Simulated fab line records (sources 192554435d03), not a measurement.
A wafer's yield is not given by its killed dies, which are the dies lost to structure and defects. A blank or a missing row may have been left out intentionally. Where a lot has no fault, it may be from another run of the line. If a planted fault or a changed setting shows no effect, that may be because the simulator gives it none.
8D (eight disciplines) problem report, filled in by code || flow n5Finfet || the parts of the form that need people (team, actions taken, sign-off) are left out

== 1. THE ISSUE ==
Wafers without a fault read 41, standard deviation 11; killedAtFrontEnd at N5_PASSIVATION_PROBE_49 reads a mean of 174 on 2 wafers belonging to 2 lots. That is +12 standard deviations from the usual mean.
Earliest sighting: wafer L235.5 on prober-01 at day 15 17:34. Wafers with a number at this step in the record: 6, from 2 lots. The rule behind "out" and "out of limits": a value lying over 4 standard deviations away from the usual mean. Any other wafer with a number is counted as sound.

== 2. WHAT THIS IS AND IS NOT ==
{"question": "which readings at this step", "is": "killedAtFrontEnd, killedDies", "is not": "killed_at_M0_to_M3, killed_at_M4_up, killedAtContacts, killedAtOther, killedOpen, killedShort"}
{"question": "which lots", "is": "L235, L237", "is not": "-"}
{"question": "which wafers of those lots", "is": "L235.5, L237.1", "is not": "L235.1, L235.3, L237.3, L237.4"}
{"question": "read on which tools", "is": "prober-01, prober-02", "is not": "-"}
{"question": "when", "is": "from day 15 17:34", "is not": "up to then (2 sound wafers); but 2 sound wafers of L237 came after"}

== 3. WHAT RULES OUT EACH SUSPECT ==
Counting: a tool at a process step up to the reading stays a suspect if it ran every lot that is out. Sound lots after the first of them don't rule it out here, since some wafers of a struck lot are sound.
- rieDiel-01 at N5_PMOS_HMC_CHANNEL_EPI_ETCH_32 (etches BARC in N2/H2, stops on SiO2, target depth 85.8 nm, time 50.3 s): kept. It ran every lot that is out, first L235 (day 4 17:34).
- In rieDiel-01 at N5_PMOS_HMC_CHANNEL_EPI_ETCH_32, the wafers that are out were processed in chamber 3 and their sound lot-mates in chambers 0, 1.
Remaining after the count: rieDiel-01 at N5_PMOS_HMC_CHANNEL_EPI_ETCH_32.

== 4. THE CAUSE (what the simulator had put in) ==
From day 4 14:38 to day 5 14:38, rieDiel-01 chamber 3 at N5_PMOS_HMC_CHANNEL_EPI_ETCH_32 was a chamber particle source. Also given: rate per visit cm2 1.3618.
Counting left only this tool.

== 5. THE EFFECT CHAIN, in route order ==
Rows list readings where the struck wafers' mean (over those with a number) sits beyond 3 standard deviations from the usual. Readings are gone through only where the record gives a usual standard deviation; hours: the median, over the lots, of the time from a lot's start at the first step in this table giving one to that lot's start at this step; sigmas: the change measured in usual standard deviations.
{"hours": 0, "step": "N5_PASSIVATION_PROBE_49", "reading": "killedAtFrontEnd", "usual": 41, "on struck wafers": 174, "change": "+133", "sigmas": "+12"}
{"hours": 0, "step": "N5_PASSIVATION_PROBE_49", "reading": "killedDies", "usual": 107, "on struck wafers": 240, "change": "+134", "sigmas": "+7.9"}
The process steps in it:
- N5_PASSIVATION_PROBE_49

== 6. WHAT WOULD HAVE CAUGHT IT SOONER ==
In this record no reading fell out of limits until day 15 17:34, 267 hours after the fault had begun at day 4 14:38.
Of the tool readings at N5_PMOS_HMC_CHANNEL_EPI_ETCH_32 for which the record gives a usual standard deviation, none was out on any struck wafer, so an alarm limit of 4 standard deviations on them would not have fired.
All the lots that are out (2) had begun N5_PMOS_HMC_CHANNEL_EPI_ETCH_32 on rieDiel-01 by day 15 17:34. Tool hold at that time: it would have spared none of them.
